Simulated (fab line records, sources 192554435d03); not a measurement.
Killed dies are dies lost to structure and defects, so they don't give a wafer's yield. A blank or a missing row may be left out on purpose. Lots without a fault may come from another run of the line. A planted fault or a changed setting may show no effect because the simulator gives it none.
Problem report in the 8D (eight disciplines) form, filled by code | flow n5_finfet | the parts of the form that need people (team, actions taken, sign-off) are left out

1. THE PROBLEM
VT_N_LONG at N5_BEOL_M4_RC_MEAS_101 reads a mean of 322.3 mV on 2 wafers of 2 lots; wafers without a fault read 275.1 mV with a standard deviation of 2.3. That is +21 standard deviations from the usual mean.
First seen on wafer L852.6, day 13 09:28, on prober-02. The record holds 28 wafers of 10 lots with a number at this step. Rule for "out", or "out of limits": more than 4 standard deviations from the usual mean. The other wafers with a number count as sound.

2. WHAT IT IS AND WHAT IT IS NOT
question                    | is                                            | is not
which readings at this step | VT_N_LONG, IOFF_N_LONG, ION_N, VT_N, VT_N_LVT | DIBL_N, DIBL_P, ION_P, SS_N, SS_P
which lots                  | L852, L854                                    | L834, L836, L838, L839, L840, L841, L843, L855
which wafers of those lots  | L852.6, L854.1                                | L852.5, L854.3
read on which gauges        | prober-02                                     | prober-01
when                        | from day 13 09:28                             | up to then (22 sound wafers); but 4 sound wafers of L854, L855 came after

3. SUSPECTS, AND WHAT RULES EACH OUT
Counting: a tool at a process step up to the reading stays a suspect if it ran every lot that is out. Sound lots after the first of them don't rule it out here, since some wafers of a struck lot are sound.
- the gauge at N5_BEOL_M4_RC_MEAS_101: kept. All the wafers that are out were read on prober-02, and no step on other tools shows them out.
- ald_metal-03 at N5_HKMG_FIN_NWFM_ALD_20 (deposits TiAlC, target thk 2 nm, pulse time 3 s, purge time 2 s): kept. It ran every lot that is out, first L852 (day 8 23:19); its last sound lot up to then is L841 (day 6 03:27).
- ald_metal-03 at N5_HKMG_FIN_ALD_71 (deposits TiN, target thk 1 nm, pulse time 1 s, purge time 3 s): kept. It ran every lot that is out, first L852 (day 8 23:29); its last sound lot up to then is L841 (day 6 03:33).
- plasma_asher-02 at N5_HKMG_FIN_STRIP_69 (strips in N2/H2, time 360 s): kept. It ran every lot that is out, first L852 (day 9 00:19); its last sound lot up to then is L840 (day 5 22:48).
- Within ald_metal-03 at N5_HKMG_FIN_NWFM_ALD_20: the wafers that are out ran in chamber 3; their sound lot-mates ran in chamber 0.
- Within ald_metal-03 at N5_HKMG_FIN_ALD_71: the wafers that are out ran in chamber 3; their sound lot-mates ran in chamber 0.
Left after counting: ald_metal-03 at N5_HKMG_FIN_NWFM_ALD_20, ald_metal-03 at N5_HKMG_FIN_ALD_71, plasma_asher-02 at N5_HKMG_FIN_STRIP_69, prober-02 at N5_BEOL_M4_RC_MEAS_101.

4. THE CAUSE (what the simulator had put in)
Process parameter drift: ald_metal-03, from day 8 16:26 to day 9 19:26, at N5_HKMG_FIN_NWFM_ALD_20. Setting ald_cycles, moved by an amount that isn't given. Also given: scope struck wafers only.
Counting left 4 suspects, and this tool is among them.

5. THE CHAIN OF EFFECTS, in route order
Each row: a reading whose mean over the struck wafers that have a number lies more than 3 standard deviations from the usual. Only readings for which the record gives a usual standard deviation are gone through. hours: the time from each lot's start at the first step in this table that gives one to its start at this step, as a median over the lots. sigmas: the change in usual standard deviations.
hours | step                    | reading          | usual          | on struck wafers | change    | sigmas
0     | N5_BEOL_M4_RC_MEAS_101  | IOFF_N           | 0.17 nA/um     | 0.03             | -0.14     | -3.2
0     | N5_BEOL_M4_RC_MEAS_101  | IOFF_N_85C       | 3.2 nA/um      | 0.8              | -2.4      | -3.3
0     | N5_BEOL_M4_RC_MEAS_101  | IOFF_N_LIN       | 0.076 nA/um    | 0.013            | -0.062    | -3.7
0     | N5_BEOL_M4_RC_MEAS_101  | IOFF_N_LONG      | 5.47e-05 nA/um | 2.46e-05         | -3.01e-05 | -12
0     | N5_BEOL_M4_RC_MEAS_101  | IOFF_P_LONG      | 0.000104 nA/um | 0.000148         | +0.000044 | +4.4
0     | N5_BEOL_M4_RC_MEAS_101  | ION_N            | 671 uA/um      | 552              | -118      | -7.4
0     | N5_BEOL_M4_RC_MEAS_101  | VT_N             | 250 mV         | 297              | +47       | +11
0     | N5_BEOL_M4_RC_MEAS_101  | VT_N_LONG        | 275.1 mV       | 322.3            | +47.2     | +21
0     | N5_BEOL_M4_RC_MEAS_101  | VT_N_LVT         | 98 mV          | 146              | +48       | +10
0     | N5_BEOL_M4_RC_MEAS_101  | VT_P             | -250 mV        | -237             | +13       | +3.2
0     | N5_BEOL_M4_RC_MEAS_101  | VT_P_LONG        | -275 mV        | -262             | +13       | +4.2
114   | N5_PASSIVATION_PROBE_49 | sort_bin_8_speed | 0.1 %          | 91.2             | +91.1     | +99 or more
114   | N5_PASSIVATION_PROBE_49 | sort_n_pass      | 1077           | 0                | -1077     | -63
114   | N5_PASSIVATION_PROBE_49 | sort_yield_pct   | 91.2 %         | 0.0              | -91.2     | -65
The process steps in it:
- N5_PASSIVATION_PROBE_49

6. WHAT WOULD HAVE CAUGHT IT SOONER
In this record the first reading out of limits at a measuring or inspecting step was taken at day 13 09:28, 113 hours after the fault began at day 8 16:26.
Of the tool readings at N5_HKMG_FIN_NWFM_ALD_20 for which the record gives a usual standard deviation, none was out on any struck wafer, so an alarm limit of 4 standard deviations on them would not have fired.
All the lots that are out (2) had begun N5_HKMG_FIN_NWFM_ALD_20 on ald_metal-03 by day 13 09:28. A hold on the tool at that time would have spared none of them.
